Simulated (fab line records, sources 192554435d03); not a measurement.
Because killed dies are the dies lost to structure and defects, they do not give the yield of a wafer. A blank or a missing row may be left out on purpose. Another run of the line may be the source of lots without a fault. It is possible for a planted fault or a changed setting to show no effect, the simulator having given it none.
A lot that was struck, set against a sound lot | flow n5_finfet | 29 steps out of a route of 1938
Sound: wafers L439.3, L439.4, L439.6. Wafers struck: L446.1, L446.3, L446.6. Last of all comes the cause.
Per side, at each step with rows, come the tool, then ch with its chambers, and then its first start. Under that, the readings that differ: sound wafers | struck wafers | difference of the means | sigmas: that difference in standard deviations of wafers without a fault.
alike: readings with means less than 2 such deviations apart, plus words and numbers identical on both sides. not compared: withheld readings, readings lacking a value on some wafer, bounds such as >300 that could conceal the same value, and numbers that have no deviation in the record and whose values overlap.
The two part at a step that has a row with sigmas, a row that says differs or no value, or rows on one side only. Non-overlapping numbers with no deviation appear without sigmas and do not part them. A reading that every wafer of one side lacks parts them only if that side has two wafers or more.

first, 11 steps without rows for these wafers: N5_SD_EPI_P_DESCUM_14 (chemistry O2, time 7.9 s); N5_SD_EPI_P_ETCH_36 (etches SiARC in CF4, target depth 45.5 nm, time 75.8 s); N5_SD_EPI_P_ETCH_37 (etches SOC in N2/H2, overetch 108 nm, time 486 s); N5_SD_EPI_P_STRIP_38 (strips in N2/H2); N5_SD_EPI_P_ETCHBACK_46 (etches SiNx in CH3F/O2, stops on SiO2, target depth 17.5 nm); N5_SD_EPI_P_ETCH_47 (etches SiOCN in CH3F/O2, target depth 25 nm); N5_SD_EPI_P_ETCH_16 (etches SiO2 in CHF3/O2, target depth 5 nm); N5_SD_EPI_P_STRIP_50 (strips in CHF3/O2); N5_SD_EPI_P_SD_RECESS_17 (chemistry HBr/Cl2/O2, target depth 39.1 nm, bt time 3 s); N5_SD_EPI_P_WET_ETCH_45 (etches SiO2 in dHF, time 10.7 s, target depth 2 nm, rinse time 30 s); N5_SD_EPI_P_STRIP_40 (strips in N2/H2).
N5_SD_EPI_P_PRECLEAN_52: cleans in O3/DIW, time 60 s.
  sound on wet_bench-01 ch 0,4,5, day 4 13:16; struck on wet_bench-01 ch 2,5,6, day 6 15:48
then, 10 steps without rows for these wafers: N5_SD_EPI_P_SRD_20 (time 30 s); N5_SD_EPI_P_PRECLEAN_51 (cleans in NF3:NH3, afs cycles 1, time 20 s, sublimation time 60 s); N5_SD_EPI_P_VAPOR_ETCH_44 (etches SiGe30 in NF3/Ar, time 3.3 s); N5_SD_EPI_P_EPI_21 (deposits SiGe:B, time 355 s); N5_SD_EPI_P_HM_STRIP_48 (strips SiNx in H3PO4, material SiNx, target depth 3 nm); N5_SD_EPI_P_SRD_49 (time 30 s); N5_SD_EPI_P_PRECLEAN_24 (cleans in O3/DIW, time 45 s); N5_SD_EPI_P_PRECLEAN_32 (cleans in dHF, time 10 s); N5_SD_EPI_P_PRECLEAN_33 (cleans in SC2, time 45 s); N5_SD_EPI_P_SRD_25 (time 30 s).
N5_SD_EPI_P_INSPECT_26: inspects for defects (darkfield).
  sound on defect_inspect-01 at day 4 16:03; struck on defect_inspect-01 at day 6 18:36
  reading          | sound       | struck      | difference | sigmas
  raw_defect_count | 145 136 105 | 868 836 785 | +701       | +18
then, 2 steps without rows for these wafers: N5_SD_ACTIVATION_RTA_00 (time 0 s); N5_SD_ACTIVATION_LSA_01 (time 0.0008 s).
N5_SD_ACTIVATION_INSPECT_02: inspects for defects (darkfield).
  sound on defect_inspect-01 at day 4 16:49; struck on defect_inspect-01 at day 6 19:21
  reading          | sound       | struck      | difference | sigmas
  raw_defect_count | 131 136 112 | 875 833 794 | +708       | +20
then, 1 step without rows for these wafers: N5_ILD0_LINER_00 (material SiNx, target thk 4 nm, pulse time 1 s, purge time 2 s).
-- the record jumps here: 4 days lie between the struck wafers' starts before and after (it left off in module ILD0 and takes up again in module BEOL_M4, whose first step shown is number 1111 of the route) --
N5_BEOL_M4_RC_MEAS_101:
  sound on prober-01 ch 0, day 9 04:04; struck on prober-02 ch 0, day 11 02:17
  alike: DIBL_N, DIBL_P, IOFF_N, IOFF_P, ION_N, ION_P, SS_N, SS_P, VT_N, VT_P
-- the record jumps here: 4 days lie between the struck wafers' starts before and after (it left off in module BEOL_M4 and takes up again in module PASSIVATION, whose first step shown is number 1936 of the route) --
N5_PASSIVATION_PROBE_49:
  sound on prober-02 at day 13 06:20; struck on prober-01 at day 15 05:41
  reading                  | sound          | struck         | difference | sigmas
  defect_limited_yield (%) | 88.6 87.5 90.8 | 79.9 81.4 83.3 | -7.4       | -5
  killed_at_front_end      | 76 59 38       | 183 154 140    | +101       | +8
  killed_dies              | 134 147 109    | 237 220 197    | +88        | +5
  killed_open              | 99 113 83      | 63 78 54       | -33        | -2
  sort_bin_5_function (%)  | 6.8 6.8 4.7    | 12.8 11.4 10.9 | +5.6       | +6
  sort_n_pass              | 1046 1033 1070 | 943 960 983    | -88        | -5
  sort_yield_pct (%)       | 88.6 87.5 90.7 | 79.9 81.4 83.3 | -7.4       | -5
  alike: killed_at_M0_to_M3, killed_at_M4_up, killed_at_contacts, killed_at_other, killed_short, sort_bin_6_memory, sort_bin_8_speed

== WHERE THEY PART ==
At N5_SD_EPI_P_INSPECT_26 first; at N5_PASSIVATION_PROBE_49 last (within this record only).

WHY: what had been put in by the simulator
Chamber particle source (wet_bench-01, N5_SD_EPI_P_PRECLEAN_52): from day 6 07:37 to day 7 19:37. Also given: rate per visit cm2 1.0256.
